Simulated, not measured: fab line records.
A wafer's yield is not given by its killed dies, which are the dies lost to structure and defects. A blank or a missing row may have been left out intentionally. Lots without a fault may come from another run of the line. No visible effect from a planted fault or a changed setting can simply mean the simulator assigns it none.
Chamber matching | flow nand_harc | NHARC_A_WL_FILL_ALD_00 on ald_hk-02 has 4 sister chambers
The step deposits Al2O3, target thk 3 nm, pulse time 3 s, ald cycles 30. 14 wafers are shown with their chamber, then 6 later ones without.

EACH WAFER AND ITS CHAMBER
wafer  | chamber | heater_power_w (W) | heater_power_outer_w (W) | precursor_pulse_height_rel
L483.2 | 1       | 447                | 223                      | 1.010
L483.3 | 0       | 375                | 232                      | 0.955
L483.5 | 0       | 367                | 235                      | 1.033
L482.2 | 3       | 466                | 235                      | 0.995
L482.5 | 0       | 376                | 227                      | 1.012
L482.6 | 3       | 471                | 233                      | 0.983
L486.2 | 2       | 417                | 234                      | 1.047
L486.4 | 3       | 462                | 230                      | 0.982
L486.5 | 1       | 444                | 226                      | 0.989
L487.1 | 2       | 423                | 231                      | 0.996
L487.4 | 1       | 453                | 227                      | 1.010
L487.6 | 1       | 451                | 223                      | 1.008
L498.1 | 0       | 384                | 237                      | 0.956
L498.3 | 2       | 422                | 229                      | 0.972

SIGNATURES, as means of the wafers listed above
reading                    | chamber 0 | chamber 1 | chamber 2 | chamber 3 | scatter within a chamber
heater_power_w             | 375.50    | 448.75    | 420.67    | 466.33    | 5.05
heater_power_outer_w       | 232.75    | 224.75    | 231.33    | 232.67    | 3.08
precursor_pulse_height_rel | 0.98900   | 1.00425   | 1.00500   | 0.98667   | 0.0284
Rule: distance of a wafer from a chamber = root of the sum over the readings of ((wafer's reading minus chamber's mean) / reading's scatter) squared. If the next closest chamber is less than 2 further off than the closest, the wafer can't be placed; otherwise it belongs to the closest. The scatter: take each reading less its chamber's mean, square it, sum over the shown wafers, divide by the number of wafers less the number of chambers, and take the root.

WAFERS WITH NO CHAMBER GIVEN
wafer  | heater_power_w (W) | heater_power_outer_w (W) | precursor_pulse_height_rel
L500.2 | 424                | 231                      | 0.970
L500.4 | 486                | 231                      | 0.974
L500.6 | 422                | 236                      | 1.006
L502.1 | 455                | 232                      | 1.000
L502.5 | 463                | 236                      | 1.033
L502.6 | 372                | 236                      | 0.995

WHICH CHAMBER EACH WENT THROUGH
wafer  | from the rows above     | in truth
L500.2 | 2                       | 2
L500.4 | 3                       | 3
L500.6 | 2                       | 2
L502.1 | can't be placed: 3 or 1 | 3
L502.5 | 3                       | 3
L502.6 | 0                       | 0
Placed correctly: 5 of 6. These rows do not allow placing 1 (true chamber among the candidates in 1). Wrongly placed: 0.
